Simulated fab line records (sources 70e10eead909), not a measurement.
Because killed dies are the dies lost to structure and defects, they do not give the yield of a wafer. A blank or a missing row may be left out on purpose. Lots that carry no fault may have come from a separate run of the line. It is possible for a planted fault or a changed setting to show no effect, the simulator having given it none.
Which of the tools did it? | flow nand harc | 12 lots with 36 wafers sampled at 4 steps, on a route of 1159 steps

== WHAT THE GAUGES READ, wafer by wafer ==
NHARC_A_SLIT_CD_MEAS_09: the cd target is 300 nm.
lot  | measured     | on        | cd nm (nm)
L076 | day 14 20:04 | cd sem-01 | 299.3 300.2 299.5
L074 | day 15 07:14 | cd sem-02 | 299.7 300.0 299.0
L079 | day 15 12:10 | cd sem-01 | 299.7 300.1 299.3
L081 | day 16 03:20 | cd sem-03 | 300.3 299.2 300.7
L083 | day 16 13:31 | cd sem-01 | 299.1 299.9 300.3
L084 | day 16 21:08 | cd sem-01 | 299.8 300.0 299.6
L087 | day 17 07:25 | cd sem-01 | 299.9 299.3 299.6
L089 | day 18 10:59 | cd sem-02 | 299.3 299.5 300.1
L092 | day 18 20:41 | cd sem-02 | 299.8 299.4 299.9
L093 | day 18 20:14 | cd sem-02 | 299.5 300.0 300.7
L096 | day 19 14:29 | cd sem-03 | 299.7 300.6 299.8
L097 | day 20 05:04 | cd sem-01 | 299.4 300.1 299.2

== WHAT TOOL EACH LOT RAN ON (gives the tool, then ch and the chambers of the sampled wafers, and finally the start) ==
lot  | NHARC_A_STAIRCASE_STRIP_316                   | NHARC_A_STAIRCASE_ETCHBACK_416                | NHARC_A_SGD_CUT_ETCH_58
L076 | rie diel-03 ch 0,3, day 12 12:04              | rie diel-06 ch 0,2, day 14 06:17 or earlier   | rie diel-04 ch 0,1,3, day 14 06:17
L074 | rie diel-03 ch 0,1,3, day 12 20:43 or earlier | rie diel-03 ch 1,2, day 12 20:43              | rie diel-04 ch 0,3, day 14 19:23
L079 | rie diel-03 ch 1,2,3, day 15 01:52 or earlier | rie diel-13 ch 0,3, day 15 01:52 or earlier   | rie diel-08 ch 0,2,3, day 15 01:52
L081 | rie diel-13 ch 2,3, day 15 12:25 or earlier   | rie diel-03 ch 0,1,2, day 15 12:25 or earlier | rie diel-12 ch 0,2,3, day 15 12:25
L083 | rie diel-03 ch 0,1,3, day 16 03:52 or earlier | rie diel-13 ch 0,1,3, day 16 03:52 or earlier | rie diel-12 ch 1,2,3, day 16 03:52
L084 | rie diel-13 ch 0,1,2, day 16 09:09 or earlier | rie diel-13 ch 0,1,2, day 16 09:09 or earlier | rie diel-04 ch 0,2,3, day 16 09:09
L087 | rie diel-13 ch 0,1,3, day 16 21:07 or earlier | rie diel-06 ch 0,1,3, day 16 21:07 or earlier | rie diel-08 ch 0,1,2, day 16 21:07
L089 | rie diel-06 ch 0,3, day 17 20:22 or earlier   | rie diel-13 ch 1,2, day 17 20:22 or earlier   | rie diel-08 ch 0,2, day 17 20:22
L092 | rie diel-03 ch 0,1,2, day 18 08:09 or earlier | rie diel-13 ch 0,2,3, day 18 08:09 or earlier | rie diel-04 ch 2,3, day 18 08:09
L093 | rie diel-13 ch 0,2, day 18 09:04 or earlier   | rie diel-06 ch 0,1, day 18 09:04 or earlier   | rie diel-12 ch 2,3, day 18 09:04
L096 | rie diel-13 ch 0,3, day 19 04:20 or earlier   | rie diel-13 ch 0,1,3, day 19 04:20 or earlier | rie diel-08 ch 0,3, day 19 04:20
L097 | rie diel-03 ch 1,2, day 19 19:42 or earlier   | rie diel-03 ch 1,2, day 19 19:42 or earlier   | rie diel-04 ch 0,2,3, day 19 19:42
- NHARC_A_STAIRCASE_STRIP_316: strips in O2.
- NHARC_A_STAIRCASE_ETCHBACK_416: etches the open film in C4F8/O2/Ar, target depth 36 nm, time 7.2 s.
- NHARC_A_SGD_CUT_ETCH_58: etches the open film in CF4, target depth 39 nm, time 65 s.

== THE ANSWER, worked out from the rows above alone ==
Rule: what is usual is taken from the lots themselves. Put in order of their means at a reading, lots are off if they are a third of the lots or fewer, leave a main group of 4 or more, and stand apart from it by a gap of 3 or more times the standard deviation of the main group's means; of several such gaps the widest counts. If all means in a main group match to the digits the tables above print for the reading, that group is not used. A lot without any number at a reading at which 4 lots or more have one is off too. The other lots that the step has rows for count as sound.
No lot is off at any reading shown: from this, nothing can be told.

== WHAT HAD BEEN PUT IN BY THE SIMULATOR ==
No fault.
